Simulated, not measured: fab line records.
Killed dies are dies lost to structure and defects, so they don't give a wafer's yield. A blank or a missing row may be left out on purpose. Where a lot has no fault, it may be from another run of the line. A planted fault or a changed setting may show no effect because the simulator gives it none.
Matching of chambers	flow nandHarc	rieDiel-13 running NHARC_A_STAIRCASE_TRIM_196: 4 sister chambers
The step chemistry O2, time 211.2 s. 18 wafers are shown with their chamber, then 9 later ones without.

## EACH WAFER AND ITS CHAMBER
wafer	chamber	drypumpMotorCurrentA (A)	showerheadPlenumPTorr (Torr)	rfVppV (V)
L074.1	0	5.9	3.29	57.8
L074.5	0	5.9	3.29	57.9
L074.6	3	6.3	3.66	58.8
L077.1	0	5.9	3.28	58.2
L077.5	2	5.8	3.57	58.6
L077.6	3	6.4	3.66	58.2
L078.1	0	5.9	3.28	58.4
L078.2	2	5.8	3.56	58.0
L078.6	2	5.8	3.56	57.9
L076.2	2	5.7	3.56	57.9
L076.4	2	5.8	3.56	58.4
L076.6	1	6.3	3.45	58.4
L081.1	1	6.2	3.44	57.5
L081.5	1	6.2	3.44	56.8
L081.6	2	5.8	3.56	57.8
L084.1	1	6.2	3.44	58.4
L084.4	0	5.9	3.80	58.2
L084.6	2	5.8	3.56	58.5

SIGNATURES (averages over the wafers above)
reading	chamber 0	chamber 1	chamber 2	chamber 3	scatter within a chamber
drypumpMotorCurrentA	5.900	6.225	5.786	6.350	0.0388
showerheadPlenumPTorr	3.3880	3.4425	3.5614	3.6600	0.123
rfVppV	58.100	57.775	58.157	58.500	0.454
Rule: for each reading, subtract the chamber's mean from the wafer's reading, divide by that reading's scatter and square the result; add these up over the readings and take the root, which gives the wafer's distance from the chamber. If the next closest chamber is less than 2 further off than the closest, the wafer can't be placed; otherwise it belongs to the closest. How the scatter is found: for the shown wafers, subtract from each reading the mean of its chamber, square and add these, divide the total by (wafers less chambers), then take the root.

## WAFERS MISSING THEIR CHAMBER
wafer	drypumpMotorCurrentA (A)	showerheadPlenumPTorr (Torr)	rfVppV (V)
L088.3	5.9	3.80	59.7
L088.4	6.3	3.64	56.6
L088.5	5.9	3.80	57.8
L092.1	5.8	3.79	57.5
L092.5	5.8	3.55	58.3
L092.6	6.2	3.43	57.1
L096.3	5.8	3.54	57.9
L096.4	5.9	3.79	59.0
L096.6	5.9	3.79	58.5

## WHICH CHAMBER EACH WENT THROUGH
wafer	from the rows above	in truth
L088.3	can't be placed: 0 or 2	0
L088.4	can't be placed: 1 or 3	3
L088.5	can't be placed: 0 or 2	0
L092.1	can't be placed: 2 or 0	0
L092.5	2	2
L092.6	1	1
L096.3	2	2
L096.4	can't be placed: 0 or 2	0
L096.6	can't be placed: 0 or 2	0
3 of 9 placed correctly. Can't be placed from these rows: 6 (the true chamber is among the candidates in 6). Number placed wrongly: 0.
